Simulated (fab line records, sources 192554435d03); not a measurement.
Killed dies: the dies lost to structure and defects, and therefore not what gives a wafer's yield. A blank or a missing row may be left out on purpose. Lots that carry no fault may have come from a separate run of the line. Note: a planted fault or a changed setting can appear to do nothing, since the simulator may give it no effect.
fab line records	flow n5Finfet	part 2 of 2: steps 21 to 27 of 27
[record] lots = 5	wafers = 15	lastDay = 18
route steps=1938 shown BEOL_M7@1274
lots that met no fault: from a run of the same line without faults
startH: hours from the record's first day to the start of the lot's first wafer shown	waitH: hours from the lot's prior step to this one	" as in the row above	L1.1+2: a row that stands for several wafers	- no value, or no start was given	* or withheld: withheld	< > ~ a bound
route shown NAME@n: a module of which the file shows steps, and the number in the route of the first	usual: average and standard deviation across the fault-free wafers	same: alike in all rows	chamber/n: place in a boat	sites: the reading at each site	_std_site: their standard deviation	_edge_site: outer sites' mean less inner sites'	radiusMm: how far each site lies from the wafer's centre	mask NAME#n: copy n	behind: the most recent tool/chamber to have shaped the wafer	hold: what put the lot on hold/how long, in hours/how the hold closed	device: the n, p or np transistor that did not switch	end of line: the tests these same wafers got at the end of their route	step lacking rows: just its recipe	killed: the dies lost at the first sort to structure and to defects; this is not the yield of the wafer	map: the dies of a wafer, with x for killed, . for not killed, _ for no die there
set.NAME: the setting as run; set.NAME@STEP: as run at that earlier step	model.NAME: the simulator's own value behind a step, which no gauge read
lots at selected steps of the route; one table per step, one row per wafer
services: the hour from which a tool's chamber was out of use, counted from the record's first day as startH (under 0 if before that day), plus the number of hours and why
[[steps]]
[step N5_BEOL_M7_PEB_26]
[recipe] pebTempC = 100	pebTimeS = 60	resist = CAR-EUV
[usual] chillPlateTempC = 22.99/0.1
lot.wafer	tool	chamber	startH	waitH	chillPlateTempC
L084.1	lithoTrack-04	0	242.75	0.1	22.84
L084.3	"	0	"	"	23.07
L084.4	"	0	"	"	22.97
L087.3	lithoTrack-02	0	325.67	0.0	23.03
L087.4	"	0	"	"	23.01
L087.6	"	0	"	"	23.05
L088.3	lithoTrack-04	0	333.45	0.0	23.07
L088.5	"	0	"	"	23.16
L088.6	"	0	"	"	23.08
L089.1	lithoTrack-04	0	337.64	0.1	23.02
L089.2	"	0	"	"	22.93
L089.5	"	0	"	"	22.94
L094.2	lithoTrack-02	0	344.48	0.1	22.97
L094.3	"	0	"	"	22.92
L094.6	"	0	"	"	22.89
[step N5_BEOL_M7_DEVELOP_27]
[recipe] developTimeS = 30	developer = TMAH	resist = CAR-EUV	rinseLiquid = surfactantRinse	dry = airSpin	devTempC = 23
[usual] chillPlateTempC = 23.01/0.1
lot.wafer	tool	chamber	startH	waitH	chillPlateTempC
L084.1	lithoTrack-04	0	-	-	23.16
L084.3	"	0	"	"	23.03
L084.4	"	0	"	"	23.10
L087.3	lithoTrack-02	0	-	-	23.17
L087.4	"	0	"	"	23.13
L087.6	"	0	"	"	23.10
L088.3	lithoTrack-04	0	-	-	23.07
L088.5	"	0	"	"	23.00
L088.6	"	0	"	"	23.04
L089.1	lithoTrack-04	0	-	-	23.09
L089.2	"	0	"	"	23.05
L089.5	"	0	"	"	22.87
L094.2	lithoTrack-02	0	-	-	22.93
L094.3	"	0	"	"	22.89
L094.6	"	0	"	"	22.80
[step N5_BEOL_M7_CD_MEAS_28]
[recipe] targetCdNm = 40	landingEnergyEv = 500	detector = seInlens
[usual] cdNm = 39.94/0.23
lot.wafer	tool	chamber	startH	waitH	cdNm
L084.1	cdSem-03	0	242.82	-	40.10
L084.3	"	0	"	"	39.94
L084.4	"	0	"	"	40.27
L087.3	cdSem-01	0	325.74	-	39.76
L087.4	"	0	"	"	40.23
L087.6	"	0	"	"	39.96
L088.3	cdSem-01	0	333.52	-	39.44
L088.5	"	0	"	"	39.78
L088.6	"	0	"	"	39.77
L089.1	cdSem-03	0	337.71	-	39.89
L089.2	"	0	"	"	39.84
L089.5	"	0	"	"	39.87
L094.2	cdSem-01	0	344.55	-	39.99
L094.3	"	0	"	"	39.96
L094.6	"	0	"	"	40.07
[step N5_BEOL_M7_OVL_MEAS_29]
[recipe] pointsPerWafer = 522
[usual] V6_OVL = -0.5/0.76
lot.wafer	tool	chamber	startH	waitH	V6_OVL[nm]
L084.1	overlay-02	0	242.85	0.0	-0.4
L084.3	"	0	"	"	-1.1
L084.4	"	0	"	"	0.4
L087.3	overlay-01	0	325.78	0.0	-0.2
L087.4	"	0	"	"	-1.3
L087.6	"	0	"	"	-1.5
L088.3	overlay-02	0	333.56	0.0	-1.9
L088.5	"	0	"	"	-1.0
L088.6	"	0	"	"	-1.3
L089.1	overlay-01	0	337.74	0.0	-1.0
L089.2	"	0	"	"	0.9
L089.5	"	0	"	"	-0.6
L094.2	overlay-02	0	344.59	0.0	-0.6
L094.3	"	0	"	"	-0.4
L094.6	"	0	"	"	-0.8
[step N5_BEOL_M7_INSPECT_30]
[recipe] mode = adi	inspectInstrument = brightfield
[usual] rawDefectCount = 413/110
lot.wafer	tool	chamber	startH	waitH	rawDefectCount
L084.1	defectInspect-01	-	242.91	0.1	494
L084.3	"	-	"	"	348
L084.4	"	-	"	"	315
L087.3	defectInspect-02	-	325.83	0.0	594
L087.4	"	-	"	"	622
L087.6	"	-	"	"	766
L088.3	defectInspect-02	-	333.61	0.0	615
L088.5	"	-	"	"	385
L088.6	"	-	"	"	528
L089.1	defectInspect-02	-	337.80	0.1	329
L089.2	"	-	"	"	289
L089.5	"	-	"	"	349
L094.2	defectInspect-01	-	344.64	0.0	364
L094.3	"	-	"	"	391
L094.6	"	-	"	"	276
[step N5_BEOL_M7_DESCUM_33]
[recipe] chemistry = O2	timeS = 7	sourcePowerW = 50	biasPowerW = 20	pressureMtorr = 20	rfFrequencyHz = 2.712e+07	tempC = 40	resist = CAR-EUV	o2FlowSccm = 225
[usual] drypumpMotorCurrentA = 5.8/0.38	oesProductAu = 0.79/0.093	rfVppV = 242.9/1.3	showerheadPlenumPTorr = 2.08/0.06	throttleValvePct = 20.44/0.18
lot.wafer	tool	chamber	startH	waitH	drypumpMotorCurrentA	oesProductAu	rfHoursCounterH	rfVppV	showerheadPlenumPTorr	throttleValvePct
L084.1	rieDiel-03	1	243.13	0.2	5.2	0.90	24	242.3	2.12	20.39
L084.3	"	3	"	"	5.7	0.92	12	243.5	2.14	20.24
L084.4	"	0	"	"	5.5	0.72	-	241.5	2.00	20.76
L087.3	rieDiel-03	2	325.86	0.0	5.7	0.90	18	242.7	2.05	20.39
L087.4	"	2	"	"	5.7	0.90	-	243.1	2.05	20.40
L087.6	"	3	"	"	5.6	0.86	-	243.0	2.13	20.29
L088.3	rieDiel-02	2	333.64	0.0	6.3	0.80	83	244.1	2.14	20.41
L088.5	"	1	"	"	6.4	0.69	-	240.5	2.07	20.42
L088.6	"	0	"	"	6.3	0.68	-	243.7	2.06	20.44
L089.1	rieDiel-04	2	337.83	0.0	6.0	0.93	6	241.8	2.07	20.05
L089.2	"	1	"	"	5.4	0.77	128	242.5	2.01	20.57
L089.5	"	3	"	"	6.1	0.85	-	239.5	2.05	20.38
L094.2	rieDiel-04	2	344.67	0.0	6.0	0.93	7	243.6	2.07	20.06
L094.3	"	0	"	"	5.5	0.68	241	243.3	2.06	20.56
L094.6	"	1	"	"	5.4	0.76	-	242.1	2.01	20.55
[step N5_BEOL_M7_ETCH_72]
[recipe] chemistry = N2/H2	target = underlayer	targetDepthA = 65	maskMaterial = CAR-EUV	timeS = 5.2	ionEnergyEv = 200	pressureMtorr = 30	sourceW = 840	biasW = 150	n2FlowSccm = 200	h2FlowSccm = 200	ends = cleared
[usual] drypumpMotorCurrentA = 5.8/0.38	etchRfOnTimeS = 5.21/0.098	h2FlowSccm = 200.0/0.63	oesProductAu = 0.67/0.076	rfVppV = 523.3/2.4	showerheadPlenumPTorr = 2.52/0.069	throttleValvePct = 17.84/0.25
lot.wafer	tool	chamber	startH	waitH	drypumpMotorCurrentA	etchRfOnTimeS	h2FlowSccm	oesProductAu	rfHoursCounterH	rfVppV	showerheadPlenumPTorr	throttleValvePct
L084.1	rieDiel-03	1	243.16	0.0	5.3	5.11	199.6	0.75	24	524.8	2.59	17.74
L084.3	"	3	"	"	5.6	5.37	200.5	0.77	12	527.7	2.61	17.68
L084.4	"	0	"	"	5.5	5.10	199.6	0.61	-	520.7	2.42	18.25
L087.3	rieDiel-03	2	325.90	0.0	5.7	5.15	201.0	0.77	18	526.0	2.49	17.87
L087.4	"	2	"	"	5.7	5.13	200.1	0.78	-	522.3	2.49	17.87
L087.6	"	3	"	"	5.7	5.44	200.4	0.71	-	525.0	2.60	17.68
L088.3	rieDiel-02	2	333.68	0.0	6.4	5.42	200.1	0.66	83	524.0	2.56	17.61
L088.5	"	1	"	"	6.4	5.26	199.6	0.58	-	523.9	2.51	17.77
L088.6	"	0	"	"	6.3	5.19	198.9	0.59	-	520.7	2.50	17.86
L089.1	rieDiel-04	2	337.87	0.0	6.0	5.17	200.4	0.80	6	519.4	2.49	17.37
L089.2	"	1	"	"	5.4	5.19	198.6	0.65	128	519.6	2.44	18.02
L089.5	"	3	"	"	6.1	5.26	199.5	0.70	-	521.1	2.47	17.78
L094.2	rieDiel-04	2	344.71	0.0	6.0	5.16	200.4	0.81	7	524.0	2.49	17.34
L094.3	"	0	"	"	5.5	5.25	198.9	0.58	241	522.0	2.52	18.20
L094.6	"	1	"	"	5.4	5.12	200.4	0.66	-	521.3	2.44	18.02
[[services]]
tool	chamber	startH	hours	kind
euvScanner-02	0	219.09	-	calibration
euvScanner-01	-	219.39	4.6	pm
lithoTrack-05	-	222.73	-	consumableReplace:filter
euvScanner-02	-	233.57	4.6	pm
rieDiel-03	2	235.29	-	clean
rieDiel-03	2	235.29	-	consumableReplace:focusRing
rieDiel-03	2	235.29	19.3	scheduledDown
rieDiel-03	2	235.29	19.3	ventCycle
euvScanner-01	-	238.17	1.0	pm
rieMetal-03	1	242.54	4.7	repair
euvScanner-02	-	246.84	1.0	pm
euvScanner-01	0	252.31	-	calibration
rieMetal-03	0	253.58	10.4	repair
euvScanner-02	-	271.73	0.3	repair
rieDiel-04	2	276.93	-	clean
rieDiel-04	2	276.93	-	consumableReplace:focusRing
rieDiel-04	2	276.93	23.6	scheduledDown
rieDiel-04	2	276.93	23.6	ventCycle
euvScanner-01	-	289.95	1.0	pm
rieDiel-04	-	291.47	14.6	pm
rieDiel-03	1	298.37	98.2	repair
euvScanner-01	-	299.77	5.8	pm
euvScanner-02	-	305.55	1.0	pm
euvScanner-02	-	317.18	0.4	repair
